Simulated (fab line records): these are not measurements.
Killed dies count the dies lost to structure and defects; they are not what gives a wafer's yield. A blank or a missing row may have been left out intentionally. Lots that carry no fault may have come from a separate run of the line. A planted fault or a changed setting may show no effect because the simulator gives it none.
The tool behind it: which one? | flow nand harc | 42 wafers from 14 lots sampled at 5 of the route's 1302 steps

== WHAT THE GAUGES READ, wafer by wafer ==
NHARC_A_CHANNEL_HOLE_D1_CD_MEAS_18. Usual: cd nm reads 98.9 nm (standard deviation 1.5).
lot  | measured     | on        | cd nm (nm)       | flag
L347 | day 9 04:44  | cd sem-01 | 99.3 98.2 101.2  |
L349 | day 9 19:03  | cd sem-02 | 96.2 97.3 99.8   |
L348 | day 9 19:55  | cd sem-02 | 97.8 100.1 99.2  |
L350 | day 10 08:23 | cd sem-02 | 100.1 98.6 100.4 |
L352 | day 10 23:00 | cd sem-02 | 98.9 98.7 99.1   |
L351 | day 11 00:02 | cd sem-02 | 100.2 99.8 100.8 |
L355 | day 12 12:50 | cd sem-01 | 98.3 97.4 97.8   |
L357 | day 13 05:32 | cd sem-02 | 97.9 99.8 99.2   |
L362 | day 15 13:27 | cd sem-02 | 98.1 98.0 100.8  |
L363 | day 15 19:00 | cd sem-01 | 98.4 96.7 98.4   |
L366 | day 16 16:36 | cd sem-02 | 96.0 96.4 98.5   |
L367 | day 17 08:28 | cd sem-01 | 95.0 97.1 96.0   |
L368 | day 18 00:34 | cd sem-03 | 97.6 98.7 98.4   |
L369 | day 18 14:37 | cd sem-01 | 99.9 99.5 98.7   |

NHARC_A_CHANNEL_HOLE_D1_CD_MEAS_30. Usual: cd nm reads 89.9 nm (standard deviation 1).
lot  | measured     | on        | cd nm (nm)     | flag
L347 | day 9 10:41  | cd sem-03 | 91.2 89.6 91.4 |
L349 | day 10 05:51 | cd sem-03 | 90.5 90.4 90.0 |
L348 | day 10 03:31 | cd sem-02 | 90.3 90.3 90.5 |
L350 | day 10 14:10 | cd sem-03 | 89.8 89.5 89.3 |
L352 | day 11 04:35 | cd sem-01 | 89.9 89.9 90.7 |
L351 | day 11 08:07 | cd sem-02 | 90.3 89.7 91.0 |
L355 | day 12 19:08 | cd sem-02 | 90.1 89.0 89.5 |
L357 | day 13 12:54 | cd sem-03 | 91.7 90.6 90.6 |
L362 | day 15 20:02 | cd sem-03 | 1.1 -0.3 1.3   | OFF
L363 | day 16 03:59 | cd sem-03 | 0.3 1.8 0.1    | OFF
L366 | day 16 22:14 | cd sem-02 | 90.9 88.8 89.8 |
L367 | day 17 15:31 | cd sem-03 | 91.1 89.5 88.7 |
L368 | day 18 08:12 | cd sem-01 | 92.5 91.6 91.1 |
L369 | day 18 20:13 | cd sem-02 | 90.6 88.7 91.1 |

== WHICH TOOL RAN EACH LOT (tool, then ch and the chambers of the sampled wafers, then the start) ==
lot  | NHARC_A_CHANNEL_HOLE_D1_ETCH_34               | NHARC_A_CHANNEL_HOLE_D1_ETCH_20  | NHARC_A_CHANNEL_HOLE_D1_ETCH_25
L347 | rie diel-12 ch 0,1,2, day 9 04:44 or earlier  | har etch-01 ch 0,1, day 9 05:17  | har etch-01 ch 0,1, day 9 08:04
L349 | rie diel-12 ch 1,2,3, day 9 19:03 or earlier  | har etch-02 ch 0, day 9 20:20    | har etch-02 ch 0, day 10 01:55
L348 | rie diel-12 ch 0,1, day 9 19:55 or earlier    | har etch-01 ch 0,1, day 9 22:04  | har etch-01 ch 0,1, day 10 00:52
L350 | rie diel-03 ch 0,3, day 10 08:23 or earlier   | har etch-01 ch 0,1, day 10 08:34 | har etch-01 ch 0,1, day 10 11:21
L352 | rie diel-06 ch 0,2,3, day 10 23:00 or earlier | har etch-02 ch 0,1, day 10 23:20 | har etch-02 ch 0,1, day 11 02:24
L351 | rie diel-12 ch 0,1,2, day 11 00:02 or earlier | har etch-01 ch 0,1, day 11 02:48 | har etch-01 ch 0,1, day 11 05:47
L355 | rie diel-03 ch 0,3, day 12 12:50 or earlier   | har etch-01 ch 0, day 12 13:45   | har etch-01 ch 0, day 12 16:38
L357 | rie diel-12 ch 0,1,3, day 13 05:32 or earlier | har etch-02 ch 0, day 13 07:23   | har etch-02 ch 0, day 13 10:16
L362 | rie diel-12 ch 1,2,3, day 15 13:27 or earlier | har etch-01 ch 0,1, day 15 14:38 | har etch-01 ch 0,1, day 15 17:25
L363 | rie diel-03 ch 2,3, day 15 19:00 or earlier   | har etch-01 ch 0,1, day 15 22:40 | har etch-01 ch 0,1, day 16 01:39
L366 | rie diel-03 ch 1,2, day 16 16:36 or earlier   | har etch-01 ch 0,1, day 16 16:53 | har etch-01 ch 0,1, day 16 19:53
L367 | rie diel-12 ch 2,3, day 17 08:28 or earlier   | har etch-02 ch 0,1, day 17 10:07 | har etch-02 ch 0,1, day 17 12:53
L368 | rie diel-12 ch 1,2,3, day 18 00:34 or earlier | har etch-02 ch 0, day 18 02:48   | har etch-02 ch 0, day 18 05:35
L369 | rie diel-12 ch 0,2, day 18 14:37 or earlier   | har etch-01 ch 0,1, day 18 14:48 | har etch-01 ch 0,1, day 18 17:35
- NHARC_A_CHANNEL_HOLE_D1_ETCH_34: etches the open film in CF4/CHF3, target depth 154 nm, time 77 s.
- NHARC_A_CHANNEL_HOLE_D1_ETCH_20: etches the open film in C4F8/O2/Ar, time 361.9 s, target depth 1600 nm.
- NHARC_A_CHANNEL_HOLE_D1_ETCH_25: etches the open film in C4F8/O2/Ar, time 1040.2 s, target depth 1500 nm.

== AS READ BY THE TOOLS THEMSELVES (means over the sampled wafers that have a number; for cases with no such wafer, the mark the record gives instead) ==
NHARC_A_CHANNEL_HOLE_D1_ETCH_34. Usual: bias w is 200.1 W with standard deviation 0.57, cf4 flow sccm is 100.0 sccm with standard deviation 0.3, drypump motor current A is 5.6 A with standard deviation 0.35, oes product au is 0.942 a.u. with standard deviation 0.023, rf vpp V is 371.3 V with standard deviation 1.7, showerhead plenum p Torr is 1.60 Torr with standard deviation 0.049, and throttle valve pct is 16.802 % with standard deviation 0.01.
lot  | tool        | bias w (W) | cf4 flow sccm (sccm) | drypump motor current A (A) | oes product au (a.u.) | rf vpp V (V) | showerhead plenum p Torr (Torr) | throttle valve pct (%) | flag
L347 | rie diel-12 | 200.4      | 100.0                | 5.5                         | 0.912                 | 371.8        | 1.62                            | 16.800                 |
L349 | rie diel-12 | 199.6      | 99.5                 | 5.4                         | 0.933                 | 371.3        | 1.61                            | 16.803                 |
L348 | rie diel-12 | 200.4      | 100.0                | 5.4                         | 0.927                 | 372.2        | 1.62                            | 16.809                 |
L350 | rie diel-03 | 199.5      | 99.9                 | 5.7                         | 0.921                 | 370.2        | 1.55                            | 16.796                 |
L352 | rie diel-06 | 200.0      | 99.7                 | 5.7                         | 0.927                 | 370.0        | 1.55                            | 16.804                 |
L351 | rie diel-12 | 200.1      | 100.1                | 5.5                         | 0.928                 | 371.9        | 1.61                            | 16.802                 |
L355 | rie diel-03 | 199.9      | 99.6                 | 5.7                         | 0.952                 | 370.2        | 1.55                            | 16.810                 |
L357 | rie diel-12 | 200.2      | 99.7                 | 5.6                         | 0.959                 | 372.9        | 1.63                            | 16.792                 |
L362 | rie diel-12 | 199.8      | 100.1                | 5.4                         | 0.922                 | 372.0        | 1.60                            | 16.816                 |
L363 | rie diel-03 | 200.1      | 99.8                 | 5.9                         | 0.963                 | 369.1        | 1.52                            | 16.800                 |
L366 | rie diel-03 | 199.3      | 100.2                | 5.8                         | 0.971                 | 369.3        | 1.53                            | 16.800                 |
L367 | rie diel-12 | 200.1      | 100.0                | 5.7                         | 0.940                 | 371.8        | 1.62                            | 16.797                 |
L368 | rie diel-12 | 200.7      | 99.8                 | 5.4                         | 0.920                 | 371.1        | 1.60                            | 16.811                 |
L369 | rie diel-12 | 199.7      | 99.9                 | 5.7                         | 0.952                 | 372.3        | 1.63                            | 16.791                 |

NHARC_A_CHANNEL_HOLE_D1_ETCH_20. Usual: c4f8 flow sccm 89.28 sccm, standard deviation 0.27; chamber pressure mTorr 20.000 mTorr, standard deviation 0.02; drypump motor current A 5.67 A, standard deviation 0.26; o2 flow sccm 35.71 sccm, standard deviation 0.095; showerhead plenum p Torr 3.67 Torr, standard deviation 0.05; throttle valve pct 32.154 %, standard deviation 0.0098.
lot  | tool        | c4f8 flow sccm (sccm) | chamber pressure mTorr (mTorr) | drypump motor current A (A) | o2 flow sccm (sccm) | showerhead plenum p Torr (Torr) | throttle valve pct (%) | flag
L347 | har etch-01 | 89.41                 | 20.003                         | 5.49                        | 35.65               | 3.70                            | 32.159                 |
L349 | har etch-02 | 88.91                 | 20.007                         | 5.99                        | 35.75               | 3.69                            | 32.151                 |
L348 | har etch-01 | 89.11                 | 20.001                         | 5.50                        | 35.68               | 3.69                            | 32.144                 |
L350 | har etch-01 | 88.90                 | 19.999                         | 5.52                        | 35.73               | 3.69                            | 32.161                 |
L352 | har etch-02 | 89.32                 | 20.015                         | 5.70                        | 35.62               | 3.73                            | 32.150                 |
L351 | har etch-01 | 88.99                 | 19.986                         | 5.52                        | 35.73               | 3.68                            | 32.144                 |
L355 | har etch-01 | 89.08                 | 19.996                         | 5.86                        | 35.75               | 3.62                            | 32.146                 |
L357 | har etch-02 | 89.35                 | 19.997                         | 5.99                        | 35.77               | 3.66                            | 32.162                 |
L362 | har etch-01 | -                     | -                              | -                           | -                   | -                               | -                      | OFF
L363 | har etch-01 | -                     | -                              | -                           | -                   | -                               | -                      | OFF
L366 | har etch-01 | 89.12                 | 20.010                         | 5.53                        | 35.75               | 3.64                            | 32.151                 |
L367 | har etch-02 | 89.37                 | 20.006                         | 5.71                        | 35.73               | 3.69                            | 32.164                 |
L368 | har etch-02 | 89.68                 | 20.007                         | 5.99                        | 35.78               | 3.63                            | 32.143                 |
L369 | har etch-01 | 89.29                 | 19.988                         | 5.52                        | 35.68               | 3.62                            | 32.158                 |

NHARC_A_CHANNEL_HOLE_D1_ETCH_25. Usual: c4f8 flow sccm 93.82 sccm, standard deviation 0.26; chamber pressure mTorr 20.001 mTorr, standard deviation 0.019; drypump motor current A 5.67 A, standard deviation 0.26; o2 flow sccm 31.19 sccm, standard deviation 0.09; showerhead plenum p Torr 3.66 Torr, standard deviation 0.05; throttle valve pct 32.234 %, standard deviation 0.0091.
lot  | tool        | c4f8 flow sccm (sccm) | chamber pressure mTorr (mTorr) | drypump motor current A (A) | o2 flow sccm (sccm) | showerhead plenum p Torr (Torr) | throttle valve pct (%) | flag
L347 | har etch-01 | 93.82                 | 20.005                         | 5.52                        | 31.22               | 3.69                            | 32.226                 |
L349 | har etch-02 | 93.66                 | 19.989                         | 5.99                        | 31.30               | 3.69                            | 32.241                 |
L348 | har etch-01 | 94.09                 | 20.010                         | 5.49                        | 31.15               | 3.69                            | 32.229                 |
L350 | har etch-01 | 93.88                 | 20.000                         | 5.50                        | 31.25               | 3.68                            | 32.236                 |
L352 | har etch-02 | 93.80                 | 20.001                         | 5.71                        | 31.22               | 3.72                            | 32.238                 |
L351 | har etch-01 | 94.06                 | 20.011                         | 5.51                        | 31.13               | 3.67                            | 32.231                 |
L355 | har etch-01 | 93.67                 | 19.986                         | 5.86                        | 31.22               | 3.61                            | 32.235                 |
L357 | har etch-02 | 93.96                 | 20.013                         | 5.98                        | 31.16               | 3.66                            | 32.235                 |
L362 | har etch-01 | 93.76                 | 20.003                         | 5.53                        | 31.21               | 3.64                            | 32.221                 |
L363 | har etch-01 | 93.67                 | 20.008                         | 5.68                        | 31.15               | 3.62                            | 32.237                 |
L366 | har etch-01 | 93.52                 | 19.980                         | 5.51                        | 31.24               | 3.63                            | 32.231                 |
L367 | har etch-02 | 93.68                 | 20.009                         | 5.68                        | 31.23               | 3.68                            | 32.239                 |
L368 | har etch-02 | 94.10                 | 19.982                         | 5.99                        | 31.09               | 3.63                            | 32.237                 |
L369 | har etch-01 | 93.67                 | 20.010                         | 5.51                        | 31.25               | 3.61                            | 32.235                 |

== THE ANSWER, worked out from the rows above alone ==
Rule: take the mean of a lot's wafers that have a number; if it is more than 3 standard deviations from the usual mean, the lot is off. A lot without any number at a reading at which 4 lots or more have one is off too. All remaining lots with rows at the step are treated as sound. After the gauges, taken in route order, come the tools' own readings; for these a lot's mean is taken, as printed above. The first step at which some lot is off is used, and at that step the reading that is off furthest; a lot without a number counts as furthest.
Off: L362, L363 (NHARC_A_CHANNEL_HOLE_D1_CD_MEAS_30, cd nm).
If a tool, at a process step before that reading, ran all the lots that are off and no sound lot after the first of them, it fits. The gauges at NHARC_A_CHANNEL_HOLE_D1_CD_MEAS_30 aren't tried: what is off there is off at NHARC_A_CHANNEL_HOLE_D1_ETCH_20 too, on other tools, and a gauge's error can't cause that. With no start given for some of its lots, NHARC_A_CHANNEL_HOLE_D1_ETCH_34 uses the hours and lot order of NHARC_A_CHANNEL_HOLE_D1_CD_MEAS_18. None of those tried fits.

== WHAT THE SIMULATOR PUT IN ==
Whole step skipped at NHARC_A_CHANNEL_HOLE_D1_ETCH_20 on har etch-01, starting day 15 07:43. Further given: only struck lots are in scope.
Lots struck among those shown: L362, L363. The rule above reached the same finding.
